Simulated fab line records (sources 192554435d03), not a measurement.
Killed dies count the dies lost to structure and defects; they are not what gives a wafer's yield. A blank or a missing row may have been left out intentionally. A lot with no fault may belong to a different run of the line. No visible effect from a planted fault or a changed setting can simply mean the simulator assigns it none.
Code-filled problem report in 8D (eight disciplines) form :: flow n5-finfet :: the parts of the form that need people (team, actions taken, sign-off) are left out

== 1. PROBLEM STATEMENT ==
At N5_BEOL_M7_ETCH_41, rf-fwd-power-W averages 486.6 W over 6 wafers from 2 lots, while fault-free wafers read 391.7 W, standard deviation 1.6. Relative to the usual mean, that is a shift of +59 standard deviations.
The step: etches SiCN in CH3F/O2, target depth 31.9 nm, time 57.8 s.
First seen on wafer L398.2, day 15 03:34, on rie-diel-01. The record holds 28 wafers of 10 lots with a number at this step. Rule for "out" (also "out of limits"): further than 4 standard deviations from the usual mean. All remaining wafers that have a number are taken as sound.

== 2. WHAT IT IS AND WHAT IT IS NOT ==
question: which readings at this step
is: rf-fwd-power-W, rf-vpp-V
is not: CH3F_flow_sccm, drypump-motor-current-A, oes-product-au, showerhead-plenum-p-Torr, throttle-valve-pct

question: which lots
is: L398, L399
is not: L379, L382, L387, L388, L389, L391, L397, L400

question: which wafers of those lots
is: all that have a number
is not: -

question: read on which tools
is: rie-diel-01
is not: rie-diel-03

question: when
is: from day 15 03:34
is not: up to then (20 sound wafers); but 2 sound wafers of L400 came after

== 3. WHAT RULES OUT EACH SUSPECT ==
Counting: a tool stays on the suspect list if, at a process step up to the reading, it processed all lots that are out and no sound lot following the first of them.
- rie-diel-01 at N5_BEOL_M7_ETCH_65 (etches SiARC in CF4, target depth 15.6 nm, time 26 s): kept. Every lot that is out went through it, starting with L398 (day 15 03:19), and after that it ran no sound lot; the last sound lot it ran before then is L391 (day 12 17:07).
- rie-diel-01 at N5_BEOL_M7_ETCH_41 (etches SiCN in CH3F/O2, target depth 31.9 nm, time 57.8 s): kept. Every lot that is out went through it, starting with L398 (day 15 03:34), and after that it ran no sound lot; the last sound lot it ran before then is L391 (day 12 17:22). Out on those wafers are its own readings of rf-fwd-power-W, rf-vpp-V.
After counting, rie-diel-01 at N5_BEOL_M7_ETCH_65 and rie-diel-01 at N5_BEOL_M7_ETCH_41 remain.

== 4. THE CAUSE (what the simulator had put in) ==
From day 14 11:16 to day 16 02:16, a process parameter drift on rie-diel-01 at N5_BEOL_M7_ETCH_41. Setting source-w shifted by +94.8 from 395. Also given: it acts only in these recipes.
Counting leaves 2 suspects; this tool is one of them.

== 5. THE EFFECT CHAIN, in route order ==
One row per reading whose mean, taken over the struck wafers that have a number, lies over 3 standard deviations from the usual. Readings are gone through only where the record gives a usual standard deviation; hours: the median, over the lots, of the time from a lot's start at the first step in this table giving one to that lot's start at this step; sigmas: the change measured in usual standard deviations.
hours: 0
step: N5_BEOL_M7_ETCH_41
reading: rf-fwd-power-W
usual: 391.7 W
on struck wafers: 486.6
change: +94.9
sigmas: +59

hours: 0
step: N5_BEOL_M7_ETCH_41
reading: rf-vpp-V
usual: 297.4 V
on struck wafers: 277.0
change: -20.4
sigmas: -15
It contains these process steps:
- N5_BEOL_M7_ETCH_41: etches SiCN in CH3F/O2, target depth 31.9 nm, time 57.8 s.

== 6. WHAT WOULD HAVE CAUGHT IT SOONER ==
In this record no reading fell out of limits until day 15 03:34, 16 hours after the fault had begun at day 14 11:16.
